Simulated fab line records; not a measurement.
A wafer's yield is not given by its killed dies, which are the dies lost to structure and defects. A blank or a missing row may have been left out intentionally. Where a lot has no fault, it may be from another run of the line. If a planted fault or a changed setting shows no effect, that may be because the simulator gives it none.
Which tool did it?	flow n5Finfet	24 lots, 72 wafers sampled, at 6 steps of a route of 1938

== WHAT THE GAUGES READ, wafer by wafer ==
N5_ILD0_THK_MEAS_08.
lot	measured	on	thkNm (nm)
L074	day 3 14:13	filmMetro-01	138.2 139.5 136.3
L075	day 3 21:26	filmMetro-01	136.2 137.4 136.8
L076	day 4 03:39	filmMetro-01	136.7 138.6 138.4
L077	day 4 06:42	filmMetro-02	138.7 139.7 138.0
L078	day 4 14:20	filmMetro-01	138.3 138.2 138.6
L079	day 4 22:44	filmMetro-02	139.6 138.9 140.2
L080	day 5 01:43	filmMetro-01	138.6 138.6 141.2
L081	day 5 09:05	filmMetro-02	137.7 139.2 138.9
L082	day 5 14:41	filmMetro-01	137.6 136.4 139.2
L083	day 5 19:29	filmMetro-01	140.3 138.0 139.2
L084	day 6 07:34	filmMetro-02	138.5 137.9 138.7
L085	day 6 08:21	filmMetro-02	137.7 139.1 138.6
L086	day 6 18:27	filmMetro-02	140.0 138.0 137.3
L087	day 6 23:19	filmMetro-01	137.3 137.9 139.4
L088	day 7 01:28	filmMetro-02	138.8 139.6 137.0
L089	day 7 07:47	filmMetro-01	136.5 139.3 136.6
L090	day 7 15:49	filmMetro-01	139.0 139.5 136.9
L091	day 7 20:14	filmMetro-02	139.4 138.5 138.2
L092	day 8 02:24	filmMetro-02	140.7 139.0 138.0
L093	day 8 10:34	filmMetro-02	136.9 140.4 137.9
L094	day 8 16:07	filmMetro-01	137.7 139.9 140.1
L095	day 8 23:02	filmMetro-02	137.4 140.7 139.5
L096	day 9 02:30	filmMetro-02	138.1 136.8 140.1
L097	day 9 13:36	filmMetro-02	140.1 138.8 138.6

== EACH LOT AND THE TOOL THAT RAN IT (in order: tool; ch and the chambers of the sampled wafers; start) ==
lot	N5_DUMMY_GATE_HM_OPEN_21	N5_DUMMY_GATE_ETCH_23	N5_SPACER0_ALD_00	N5_SD_EPI_N_ETCHBACK_44	N5_SD_EPI_P_DESCUM_14
L074	rieDiel-04 ch 0,2,3, day 2 23:56	rieSi-01 ch 2,3, day 3 00:08	aldSin-01 ch 1,2, day 3 00:49	rieDiel-05 ch 0,1,2, day 3 02:16	rieDiel-06 ch 2,3, day 3 06:16
L075	rieDiel-02 ch 0,1, day 3 06:45	rieSi-04 ch 1,2,3, day 3 06:56	aldSin-02 ch 1,2,3, day 3 07:43	rieDiel-05 ch 2,3, day 3 09:02	rieDiel-02 ch 1,3, day 3 13:13
L076	rieDiel-02 ch 1,2,3, day 3 12:38	rieSi-02 ch 0,2,3, day 3 12:50	aldSin-03 ch 0,1, day 3 13:37	rieDiel-01 ch 0,2, day 3 14:49	rieDiel-06 ch 0,1,3, day 3 18:51
L077	rieDiel-06 ch 0,3, day 3 16:38	rieSi-02 ch 1,2, day 3 16:50	aldSin-01 ch 0,1, day 3 17:42	rieDiel-01 ch 0,1,3, day 3 19:01	rieDiel-04 ch 0,1,3, day 3 23:04
L078	rieDiel-06 ch 0,2, day 3 23:05	rieSi-02 ch 0,1,2, day 3 23:17	aldSin-02 ch 0,2,3, day 3 23:55	rieDiel-01 ch 0,1, day 4 02:05	rieDiel-04 ch 0,3, day 4 06:23
L079	rieDiel-04 ch 1,2,3, day 4 08:20	rieSi-02 ch 0,1, day 4 08:32	aldSin-01 ch 2,3, day 4 09:30	rieDiel-01 ch 0,2,3, day 4 10:53	rieDiel-02 ch 1,3, day 4 14:50
L080	rieDiel-04 ch 0,1,3, day 4 11:13	rieSi-01 ch 0,1,2, day 4 11:25	aldSin-01 ch 0,1,2, day 4 12:03	rieDiel-05 ch 0,1,3, day 4 13:14	rieDiel-04 ch 0,3, day 4 18:13
L081	rieDiel-06 ch 0,1,3, day 4 16:32	rieSi-02 ch 1,2,3, day 4 16:44	aldSin-01 ch 0,3, day 4 18:05	rieDiel-03 ch 0,2, day 4 19:25	rieDiel-04 ch 0,1,2, day 5 00:38
L082	rieDiel-02 ch 2,3, day 5 00:38	rieSi-04 ch 1,2,3, day 5 00:49	aldSin-02 ch 1,2, day 5 01:34	rieDiel-05 ch 0,2, day 5 02:53	rieDiel-04 ch 1,2,3, day 5 07:11
L083	rieDiel-04 ch 0,2,3, day 5 04:57	rieSi-04 ch 0,1,3, day 5 05:08	aldSin-03 ch 1,2,3, day 5 05:49	rieDiel-01 ch 1,2,3, day 5 07:08	rieDiel-06 ch 1,2,3, day 5 11:46
L084	rieDiel-06 ch 0,1,2, day 5 13:17	rieSi-01 ch 1,3, day 5 13:29	aldSin-01 ch 0,1,3, day 5 14:14	rieDiel-03 ch 0,2, day 5 15:51	rieDiel-06 ch 2,3, day 5 23:07
L085	rieDiel-02 ch 0,1,3, day 5 17:04	rieSi-04 ch 0,1,2, day 5 17:15	aldSin-02 ch 1,2,3, day 5 17:53	rieDiel-05 ch 0,2, day 5 19:45	rieDiel-06 ch 0,3, day 5 23:50
L086	rieDiel-06 ch 0,2,3, day 6 01:01	rieSi-02 ch 0,1,2, day 6 01:12	aldSin-02 ch 0,1,2, day 6 02:00	rieDiel-05 ch 1,2,3, day 6 03:24	rieDiel-02 ch 0,1, day 6 09:12
L087	rieDiel-02 ch 1,3, day 6 05:16	rieSi-04 ch 0,1,2, day 6 05:28	aldSin-03 ch 2,3, day 6 06:06	rieDiel-05 ch 1,2,3, day 6 08:14	rieDiel-06 ch 1,2, day 6 15:18
L088	rieDiel-04 ch 1,2, day 6 11:11	rieSi-04 ch 0,1,3, day 6 11:23	aldSin-03 ch 2,3, day 6 12:06	rieDiel-01 ch 1,3, day 6 13:17	rieDiel-06 ch 0,1,2, day 6 17:56
L089	rieDiel-04 ch 0,2,3, day 6 16:55	rieSi-01 ch 0,3, day 6 17:07	aldSin-03 ch 1,2, day 6 17:50	rieDiel-01 ch 0,2, day 6 19:14	rieDiel-02 ch 2,3, day 6 23:16
L090	rieDiel-06 ch 0,1, day 7 00:45	rieSi-02 ch 0,3, day 7 00:56	aldSin-02 ch 0,1,3, day 7 01:59	rieDiel-01 ch 1,3, day 7 03:11	rieDiel-06 ch 0,2,3, day 7 07:08
L091	rieDiel-02 ch 2,3, day 7 06:10	rieSi-01 ch 0,3, day 7 06:22	aldSin-02 ch 0,1,3, day 7 07:32	rieDiel-03 ch 1,2, day 7 08:44	rieDiel-04 ch 2,3, day 7 12:45
L092	rieDiel-04 ch 0,2,3, day 7 11:24	rieSi-02 ch 1,2,3, day 7 11:35	aldSin-03 ch 0,1,3, day 7 12:14	rieDiel-01 ch 1,2,3, day 7 13:33	rieDiel-04 ch 0,2,3, day 7 18:16
L093	rieDiel-06 ch 0,1,3, day 7 19:16	rieSi-04 ch 0,1,3, day 7 19:28	aldSin-01 ch 0,2,3, day 7 20:58	rieDiel-01 ch 0,1,3, day 7 22:17	rieDiel-02 ch 0,1,2, day 8 03:03
L094	rieDiel-04 ch 0,2,3, day 8 01:05	rieSi-02 ch 1,3, day 8 01:16	aldSin-02 ch 0,1,3, day 8 01:55	rieDiel-03 ch 0,2,3, day 8 03:06	rieDiel-04 ch 0,2, day 8 07:08
L095	rieDiel-04 ch 1,2, day 8 08:56	rieSi-04 ch 0,1,2, day 8 09:07	aldSin-02 ch 1,3, day 8 09:46	rieDiel-01 ch 0,1, day 8 11:24	rieDiel-02 ch 0,3, day 8 15:31
L096	rieDiel-04 ch 0,2,3, day 8 11:22	rieSi-02 ch 0,1,2, day 8 11:33	aldSin-02 ch 1,2,3, day 8 13:43	rieDiel-01 ch 0,1, day 8 14:55	rieDiel-04 ch 1,2,3, day 8 19:01
L097	rieDiel-04 ch 0,1, day 8 18:28	rieSi-01 ch 0,2, day 8 18:39	aldSin-03 ch 0,1,3, day 8 20:05	rieDiel-01 ch 0,2,3, day 8 21:17	rieDiel-02 ch 1,3, day 9 04:08
- N5_DUMMY_GATE_HM_OPEN_21: chemistry CH3F/O2, target SiNx, target depth 120 nm, time 171.4 s.
- N5_DUMMY_GATE_ETCH_23: etches poly-Si in HBr/Cl2/O2, target depth 41 nm, time 22.3 s.
- N5_SPACER0_ALD_00: deposits SiOCN, target thk 3.5 nm, pulse time 3 s, purge time 2 s.
- N5_SD_EPI_N_ETCHBACK_44: etches SiNx in CH3F/O2, stops on SiO2, target depth 14.5 nm.
- N5_SD_EPI_P_DESCUM_14: chemistry O2, time 7.9 s.

== WHAT THE TOOLS THEMSELVES READ (means of the sampled wafers that have a number; where no wafer has one, the mark that the record gives instead) ==
N5_DUMMY_GATE_HM_OPEN_21.
lot	tool	drypumpMotorCurrentA (A)	oesProductAu (a.u.)	rfVppV (V)	showerheadPlenumPTorr (Torr)	throttleValvePct (%)
L074	rieDiel-04	5.6	0.81	300	2.02	16.40
L075	rieDiel-02	5.2	0.73	312	2.02	16.71
L076	rieDiel-02	5.8	0.80	306	2.05	16.50
L077	rieDiel-06	5.3	0.88	310	2.14	16.25
L078	rieDiel-06	5.8	0.78	297	2.09	16.42
L079	rieDiel-04	5.4	0.73	301	2.02	16.54
L080	rieDiel-04	5.4	0.78	306	2.03	16.52
L081	rieDiel-06	5.4	0.85	305	2.08	16.42
L082	rieDiel-02	5.7	0.84	299	2.09	16.49
L083	rieDiel-04	5.6	0.79	300	2.01	16.44
L084	rieDiel-06	5.7	0.81	300	2.04	16.48
L085	rieDiel-02	5.5	0.78	309	2.05	16.63
L086	rieDiel-06	5.6	0.81	305	2.09	16.34
L087	rieDiel-02	5.8	0.86	308	2.09	16.50
L088	rieDiel-04	5.2	0.71	309	1.97	16.60
L089	rieDiel-04	5.6	0.77	299	2.01	16.44
L090	rieDiel-06	5.5	0.80	299	2.07	16.57
L091	rieDiel-02	5.8	0.95	297	2.04	16.24
L092	rieDiel-04	5.6	0.77	299	2.01	16.46
L093	rieDiel-06	5.4	0.83	305	2.08	16.46
L094	rieDiel-04	5.6	0.78	300	2.01	16.47
L095	rieDiel-04	5.5	0.71	301	1.95	16.54
L096	rieDiel-04	5.6	0.77	299	2.00	16.47
L097	rieDiel-04	5.2	0.74	313	1.99	16.62

N5_DUMMY_GATE_ETCH_23.
lot	tool	drypumpMotorCurrentA (A)	oesProductAu (a.u.)	throttleValvePct (%)
L074	rieSi-01	5.3	1.003	37.6
L075	rieSi-04	5.5	0.983	37.6
L076	rieSi-02	5.8	0.990	37.5
L077	rieSi-02	6.0	0.987	37.8
L078	rieSi-02	6.0	0.983	37.7
L079	rieSi-02	6.0	0.984	37.6
L080	rieSi-01	5.7	0.997	36.9
L081	rieSi-02	6.2	0.986	37.5
L082	rieSi-04	5.5	0.991	37.6
L083	rieSi-04	5.8	0.988	37.3
L084	rieSi-01	5.2	1.024	37.0
L085	rieSi-04	5.7	0.996	37.5
L086	rieSi-02	6.0	0.985	37.7
L087	rieSi-04	5.6	0.995	37.5
L088	rieSi-04	5.8	1.002	37.3
L089	rieSi-01	5.9	0.983	36.7
L090	rieSi-02	6.0	1.002	37.1
L091	rieSi-01	5.5	1.001	37.0
L092	rieSi-02	6.2	0.976	37.5
L093	rieSi-04	5.8	0.979	37.0
L094	rieSi-02	6.5	1.001	37.4
L095	rieSi-04	5.6	1.008	37.5
L096	rieSi-02	6.0	0.987	37.7
L097	rieSi-01	6.1	0.985	36.8

N5_SPACER0_ALD_00.
lot	tool	heaterPowerW (W)	precursorPulseHeightRel
L074	aldSin-01	868	0.983
L075	aldSin-02	810	0.984
L076	aldSin-03	906	1.007
L077	aldSin-01	914	1.001
L078	aldSin-02	737	1.010
L079	aldSin-01	843	0.994
L080	aldSin-01	886	1.002
L081	aldSin-01	894	0.997
L082	aldSin-02	788	1.016
L083	aldSin-03	835	1.013
L084	aldSin-01	892	0.993
L085	aldSin-02	799	0.991
L086	aldSin-02	838	0.999
L087	aldSin-03	804	0.999
L088	aldSin-03	828	1.008
L089	aldSin-03	826	1.013
L090	aldSin-02	835	1.001
L091	aldSin-02	838	0.994
L092	aldSin-03	908	0.999
L093	aldSin-01	881	1.010
L094	aldSin-02	843	0.991
L095	aldSin-02	903	1.014
L096	aldSin-02	808	0.986
L097	aldSin-03	923	0.985

N5_SD_EPI_N_ETCHBACK_44.
lot	tool	drypumpMotorCurrentA (A)	oesProductAu (a.u.)	rfVppV (V)	showerheadPlenumPTorr (Torr)	throttleValvePct (%)
L074	rieDiel-05	5.3	0.64	297	1.99	16.38
L075	rieDiel-05	6.0	0.61	293	1.97	16.42
L076	rieDiel-01	5.9	0.61	290	1.97	16.81
L077	rieDiel-01	5.5	0.64	293	2.06	16.48
L078	rieDiel-01	5.5	0.60	291	2.08	16.73
L079	rieDiel-01	5.8	0.63	294	2.00	16.56
L080	rieDiel-05	5.5	0.71	303	2.00	16.28
L081	rieDiel-03	5.7	0.69	298	2.00	16.53
L082	rieDiel-05	5.4	0.66	288	1.99	16.31
L083	rieDiel-01	5.5	0.64	291	2.00	16.53
L084	rieDiel-03	5.7	0.68	299	1.99	16.55
L085	rieDiel-05	5.1	0.72	289	2.03	16.20
L086	rieDiel-05	5.8	0.71	302	1.96	16.24
L087	rieDiel-05	5.9	0.70	303	1.96	16.24
L088	rieDiel-01	5.2	0.63	290	2.06	16.50
L089	rieDiel-01	5.8	0.59	292	2.01	16.86
L090	rieDiel-01	5.4	0.65	296	2.04	16.31
L091	rieDiel-03	5.7	0.71	304	2.06	16.29
L092	rieDiel-01	5.5	0.62	291	2.00	16.59
L093	rieDiel-01	5.5	0.70	293	2.05	16.40
L094	rieDiel-03	5.6	0.69	303	2.06	16.41
L095	rieDiel-01	5.5	0.73	290	2.06	16.47
L096	rieDiel-01	5.3	0.65	288	2.06	16.60
L097	rieDiel-01	5.7	0.76	296	2.08	16.29

N5_SD_EPI_P_DESCUM_14.
lot	tool	drypumpMotorCurrentA (A)	oesProductAu (a.u.)	rfVppV (V)	showerheadPlenumPTorr (Torr)	throttleValvePct (%)
L074	rieDiel-06	5.8	0.86	243.9	2.15	20.28
L075	rieDiel-02	5.8	0.89	244.5	2.21	20.71
L076	rieDiel-06	5.4	0.86	244.5	2.15	20.34
L077	rieDiel-04	5.4	0.78	242.8	2.12	20.56
L078	rieDiel-04	5.5	0.79	243.3	2.16	20.53
L079	rieDiel-02	5.8	0.81	243.9	2.16	20.72
L080	rieDiel-04	5.5	0.79	243.8	2.16	20.54
L081	rieDiel-04	5.4	0.78	242.3	2.05	20.50
L082	rieDiel-04	5.4	0.72	242.4	2.09	20.54
L083	rieDiel-06	5.6	0.86	243.2	2.12	20.35
L084	rieDiel-06	5.8	0.81	243.9	2.14	20.30
L085	rieDiel-06	5.5	0.81	244.6	2.19	20.31
L086	rieDiel-02	5.2	0.70	243.1	2.09	20.78
L087	rieDiel-06	5.9	0.81	242.9	2.09	20.50
L088	rieDiel-06	5.7	0.80	243.4	2.11	20.50
L089	rieDiel-02	5.8	0.96	243.4	2.13	20.34
L090	rieDiel-06	5.6	0.80	245.0	2.17	20.32
L091	rieDiel-04	5.6	0.73	243.1	2.08	20.47
L092	rieDiel-04	5.6	0.77	242.8	2.09	20.51
L093	rieDiel-02	5.5	0.79	242.5	2.08	20.57
L094	rieDiel-04	5.7	0.81	242.6	2.05	20.49
L095	rieDiel-02	5.1	0.75	244.1	2.13	20.80
L096	rieDiel-04	5.4	0.70	242.6	2.09	20.58
L097	rieDiel-02	5.8	0.82	244.1	2.19	20.77

== THE ANSWER, worked out from the rows above alone ==
Rule: usual is defined by the lots themselves. The widest of any qualifying gaps counts: lots, ordered by their means at a reading, are off when they make up no more than a third of the lots, leave a main group of 4 or more, and stand apart from it by 3 or more times the standard deviation of that group's means. If all means in a main group match to the digits the tables above print for the reading, that group is not used. A lot without any number at a reading at which 4 lots or more have one is off too. All remaining lots with rows at the step are treated as sound. The gauges are gone through in route order, then the tools' own readings, and for those a lot's mean is taken as printed above. The first step at which some lot is off is used, and at that step the reading that is off furthest; a lot without a number counts as furthest.
None of the lots is off at any reading shown; this tells nothing.

== WHAT THE SIMULATOR HAD PUT IN ==
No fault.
